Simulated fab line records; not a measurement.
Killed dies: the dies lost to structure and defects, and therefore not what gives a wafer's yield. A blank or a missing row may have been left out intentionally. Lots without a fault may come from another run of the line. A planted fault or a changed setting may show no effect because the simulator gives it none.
A struck lot beside a sound one    flow nand-harc    15 out of 1302 route steps
Sound: the wafers L548.2, L548.3, L548.5. Wafers L559.2, L559.3, L559.5 were the ones struck. The cause comes at the end.
Order at every step that has rows: each side's tool, ch and its chambers, its first start. Under that, the readings that differ: sound wafers    struck wafers    difference of the means    sigmas: that difference in standard deviations of wafers without a fault.
alike: readings with means less than 2 such deviations apart, plus words and numbers identical on both sides. not compared: withheld readings, readings lacking a value on some wafer, bounds such as >300 that could conceal the same value, and numbers that have no deviation in the record and whose values overlap.
The two part at a step that has a row with sigmas, a row that says differs or no value, or rows on one side only. Numbers that have no deviation but don't overlap get no sigmas and don't part them. A reading missing from all wafers of one side parts the sides only when that side holds two or more wafers.

first, 2 steps without rows for these wafers: NHARC_P_GATE_PEB_09 (peb time 85 s); NHARC_P_GATE_DEVELOP_10 (time 70 s).
NHARC_P_GATE_CD_MEAS_11 targets a cd of 1640 nm.
  sound on cd-sem-03 ch 0, day 6 11:02; struck on cd-sem-02 ch 0, day 10 22:17
  alike: cd-nm
then, 1 step without rows for these wafers: NHARC_P_GATE_HARDBAKE_12 (time 80 s).
NHARC_P_GATE_DESCUM_13: chemistry O2, time 3 s.
  sound on rie-diel-10 ch 2,3, day 6 11:13; struck on rie-diel-03 ch 1,2,3, day 10 22:28
  alike: drypump-motor-current-A, oes-product-au, rf-vpp-V, showerhead-plenum-p-Torr, throttle-valve-pct
  not compared: rf-hours-counter-h
then, 6 steps without rows for these wafers: NHARC_P_GATE_ETCH_14 (etches SiO2 in dHF, target depth 48.8 nm); NHARC_P_GATE_STRIP_15 (strips in SPM, time 780 s); NHARC_P_GATE_PRECLEAN_71 (cleans in SC1); NHARC_P_GATE_SRD_72; NHARC_P_GATE_OXIDE_16 (material SiO2, target thk 3 nm, ox time 392 s); NHARC_P_GATE_CVD_17 (deposits poly-Si, target thk 150 nm, time 900 s).
NHARC_P_GATE_HM_DEP_102: deposits aC, target thk 120 nm.
  sound on acl-dep-03 ch 0, day 6 23:49; struck on acl-dep-01 ch 0, day 11 13:15
  alike: throttle-valve-pct
  not compared: susceptor-temp-C
NHARC_P_GATE_DEP_103: deposits SiON, target thk 30 nm.
  sound on pecvd-04 ch 1,2, day 7 00:22; struck on pecvd-03 ch 0,2, day 11 13:48
  no value came back on the struck wafers for heater-power-outer-w (W), heater-power-w (W); on the sound wafers heater-power-outer-w (W) reads 471 402 417
then, 1 step without rows for these wafers: NHARC_P_GATE_DEHYDRATE_18 (time 120 s).
-- jump in the record: it breaks off in module P_GATE and resumes in module END (first step shown: number 1302 of the route), and 20 days separate the struck wafers' starts before and after --
NHARC_END_SORT_01:
  sound on prober-02 ch 0, day 26 11:16; struck on prober-02 ch 0, day 31 02:45
reading              sound     struck                                                                difference                    sigmas
hold                 - - -     await-dispo/5.1h/scrap await-dispo/5.1h/scrap await-dispo/5.1h/scrap  no value on the sound wafers  
killed-at-array      53 31 27  89 97 96                                                              +57                           +3
killed-at-periphery  2 1 1     587 580 581                                                           +581                          +99 or more
killed-dies          55 32 28  677 677 677                                                           +639                          +32
  alike: killed-at-other, killed-open, killed-short

== WHERE THEY PART ==
Earliest at NHARC_P_GATE_DEP_103; latest, in this record, at NHARC_END_SORT_01.

WHY: what had been put in by the simulator
Beginning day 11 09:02, the whole step at NHARC_P_GATE_DEP_103 was skipped on pecvd-03. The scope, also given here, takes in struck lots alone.
